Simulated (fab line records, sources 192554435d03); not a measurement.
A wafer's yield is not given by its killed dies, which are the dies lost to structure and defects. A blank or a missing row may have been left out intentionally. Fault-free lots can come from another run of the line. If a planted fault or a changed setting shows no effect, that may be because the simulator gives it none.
A single fault, viewed from 2 desks || flow n5 finfet || only its own numbers are on each desk; what lay behind them is given at the end

## TOOL OWNER'S DESK, rie diel-02
The tool's own readings at N5_BEOL_M9_VIA_ETCH_34 (etches SiCOH lowk in C4F6/O2, target depth 182.4 nm, time 68.4 s): means of the sampled wafers that have a number, for each lot that ran on this tool. The brackets show how far a lot's mean lies from the usual mean; more than 4 standard deviations puts the lot out of limits, marked OUT. Of its 8 readings 7 are shown: the one that was out of limits first, and those that lie furthest out on some lot.
Columns: A = drypump motor current A at N5_BEOL_M9_VIA_ETCH_34, usual 5.7 A; B = oes_f_703_au at N5_BEOL_M9_VIA_ETCH_34, usual 0.80 a.u.; C = oes_o_777_au at N5_BEOL_M9_VIA_ETCH_34, usual 0.80 a.u.; D = oes product au at N5_BEOL_M9_VIA_ETCH_34, usual 0.80 a.u.; E = rf fwd power W at N5_BEOL_M9_VIA_ETCH_34, usual 342.2 W; F = rf vpp V at N5_BEOL_M9_VIA_ETCH_34, usual 666 V; G = throttle valve pct at N5_BEOL_M9_VIA_ETCH_34, usual 20.95 %
{"lot": "L517", "first seen here": "day 11 01:26", "A": 5.2, "B": 0.82, "C": 0.81, "D": 0.80, "E": 343.0, "F": 666, "G": 21.01}
{"lot": "L520", "first seen here": "day 12 02:13", "A": 5.9, "B": 0.86, "C": 0.86, "D": 0.87, "E": 342.2, "F": 665, "G": 20.89}
{"lot": "L525", "first seen here": "day 12 06:58", "A": 5.7, "B": 0.80, "C": 0.80, "D": 0.79, "E": 343.3, "F": 664, "G": 21.09}
{"lot": "L531", "first seen here": "day 14 16:04", "A": 5.9, "B": 1.06, "C": 1.03, "D": 0.91, "E": "398.3 (+47) OUT", "F": "620 (-4.2) OUT", "G": 20.73}
This desk's verdict: out of limits on L531, starting with L531 at day 14 16:04 (rf fwd power W at N5_BEOL_M9_VIA_ETCH_34). In limits: L517, L520, L525.

## THE METROLOGY DESK
What the gauges read for every lot (on any tool): the sampled wafers with a number, averaged. The brackets show how far a lot's mean lies from the usual mean; more than 4 standard deviations puts the lot out of limits, marked OUT.
Columns: A = cd nm at N5_BEOL_M9_CD_MEAS_28, usual 69.98 nm
{"lot": "L517", "first seen here": "day 11 01:01", "A": 70.13}
{"lot": "L520", "first seen here": "day 12 01:55", "A": 70.23}
{"lot": "L522", "first seen here": "day 12 02:17", "A": 69.98}
{"lot": "L525", "first seen here": "day 12 06:40", "A": 69.81}
{"lot": "L521", "first seen here": "day 12 09:55", "A": 69.82}
{"lot": "L523", "first seen here": "day 12 17:53", "A": 69.62}
{"lot": "L528", "first seen here": "day 13 06:05", "A": 69.99}
{"lot": "L526", "first seen here": "day 13 06:07", "A": 69.75}
{"lot": "L531", "first seen here": "day 14 15:46", "A": 69.77}
{"lot": "L533", "first seen here": "day 14 15:55", "A": 69.91}
This desk found nothing out of limits on any of the 10 lots.

## PUT TOGETHER
An alarm could have come from the tool owner's desk at day 14 16:04, on L531.
The metrology desk saw nothing out of limits.
The metrology desk has L531 on record, within its limits.
Of the lots named, all ran N5_BEOL_M9_VIA_ETCH_34 on rie diel-02.

## WHAT WAS PUT IN BY THE SIMULATOR
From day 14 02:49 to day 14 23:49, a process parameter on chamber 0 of rie diel-02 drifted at N5_BEOL_M9_VIA_ETCH_34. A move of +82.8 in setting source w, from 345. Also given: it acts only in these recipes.
Struck lots among those shown: L531.
How many hours passed from the start of the fault until each desk's first out-of-limits reading: the tool owner's desk, 13.
